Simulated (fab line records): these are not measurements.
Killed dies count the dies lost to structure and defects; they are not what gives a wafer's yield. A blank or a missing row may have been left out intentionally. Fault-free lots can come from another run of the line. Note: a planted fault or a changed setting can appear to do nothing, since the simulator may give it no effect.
The tool behind it: which one? + flow nand_harc + 11 lots, 33 wafers sampled, at 5 steps of a route of 1302

WHAT THE GAUGES READ, wafer by wafer
NHARC_END_SORT_01.
| lot  | measured     | on        | killed_at_array |
|------|--------------|-----------|-----------------|
| L895 | day 29 00:13 | prober-02 | 674 673 671     |
| L896 | day 29 10:23 | prober-02 | 665 676 671     |

EACH LOT AND THE TOOL THAT RAN IT (in order: tool; ch and the chambers of the sampled wafers; start)
| lot  | NHARC_A_STAIRCASE_ETCH_315                    | NHARC_A_STAIRCASE_DESCUM_443       | NHARC_A_STAIRCASE_ETCHBACK_422     | NHARC_A_STAIRCASE_CMP_472     |
|------|-----------------------------------------------|------------------------------------|------------------------------------|-------------------------------|
| L883 | rie_diel-11 ch 0,3, day 18 23:38 or earlier   | rie_diel-02 ch 1,3, day 18 23:38   | rie_diel-02 ch 1,2, day 19 05:26   | cmp-03 ch 0,3, day 19 06:51   |
| L884 | rie_diel-02 ch 1,2,3, day 19 16:29 or earlier | rie_diel-11 ch 0,1,3, day 19 16:29 | rie_diel-04 ch 1,2,3, day 19 22:16 | cmp-02 ch 1,2,3, day 19 23:10 |
| L885 | rie_diel-04 ch 0,1,3, day 19 17:06 or earlier | rie_diel-02 ch 1,2, day 19 17:06   | rie_diel-02 ch 2,3, day 20 02:25   | cmp-02 ch 0,1,3, day 20 03:25 |
| L888 | rie_diel-11 ch 1,3, day 20 10:40 or earlier   | rie_diel-04 ch 0,1,2, day 20 10:40 | rie_diel-04 ch 0,2, day 20 16:29   | cmp-02 ch 0,2, day 20 17:31   |
| L890 | rie_diel-02 ch 0,1,2, day 21 14:23 or earlier | rie_diel-02 ch 0,1,2, day 21 14:23 | rie_diel-11 ch 0,3, day 21 20:49   | cmp-04 ch 0,3, day 21 21:45   |
| L893 | rie_diel-11 ch 0,2, day 22 22:45 or earlier   | rie_diel-02 ch 2,3, day 22 22:45   | rie_diel-02 ch 2, day 23 04:32     | cmp-02 ch 2,3, day 23 05:40   |
| L895 | rie_diel-04 ch 0,3, day 23 09:29 or earlier   | rie_diel-02 ch 1,2, day 23 09:29   | rie_diel-02 ch 1,3, day 23 16:12   | cmp-03 ch 0,2,3, day 23 17:17 |
| L896 | rie_diel-11 ch 0,2, day 23 19:37 or earlier   | rie_diel-04 ch 1,3, day 23 19:37   | rie_diel-11 ch 0,1,3, day 24 01:29 | cmp-04 ch 1,2,3, day 24 02:27 |
| L904 | rie_diel-11 ch 0,2,3, day 26 17:43 or earlier | rie_diel-04 ch 1,2,3, day 26 17:43 | rie_diel-11 ch 0,1,3, day 26 23:42 | cmp-03 ch 0,2,3, day 27 00:42 |
| L905 | rie_diel-04 ch 1,2, day 28 14:47 or earlier   | rie_diel-04 ch 1,2,3, day 28 14:47 | rie_diel-02 ch 0,1,2, day 28 20:40 | cmp-02 ch 1,2,3, day 28 21:36 |
| L906 | rie_diel-02 ch 0,1,2, day 28 14:23 or earlier | rie_diel-02 ch 2,3, day 28 14:23   | rie_diel-11 ch 0,2,3, day 28 20:16 | cmp-03 ch 2,3, day 28 21:10   |
- NHARC_A_STAIRCASE_ETCH_315: etches the open film in C4F8/O2/Ar, target depth 2500 nm, time 607.1 s.
- NHARC_A_STAIRCASE_DESCUM_443: chemistry O2, time 3 s.
- NHARC_A_STAIRCASE_ETCHBACK_422: etches the open film in CH3F/O2, target depth 40 nm, time 74.286 s.
- NHARC_A_STAIRCASE_CMP_472: polishes SiO2.

THE ANSWER, worked out from the rows above alone
Rule: the usual values come from the lots themselves. The widest of any qualifying gaps counts: lots, ordered by their means at a reading, are off when they make up no more than a third of the lots, leave a main group of 4 or more, and stand apart from it by 3 or more times the standard deviation of that group's means. A main group whose means are all the same, to the digits that the tables above print for the reading, isn't used. Also off: a lot with no number at a reading for which 4 or more lots have one. The other lots that the step has rows for count as sound.
Across all readings shown, no lot is off: no conclusion can be drawn from this.

WHAT THE SIMULATOR PUT IN
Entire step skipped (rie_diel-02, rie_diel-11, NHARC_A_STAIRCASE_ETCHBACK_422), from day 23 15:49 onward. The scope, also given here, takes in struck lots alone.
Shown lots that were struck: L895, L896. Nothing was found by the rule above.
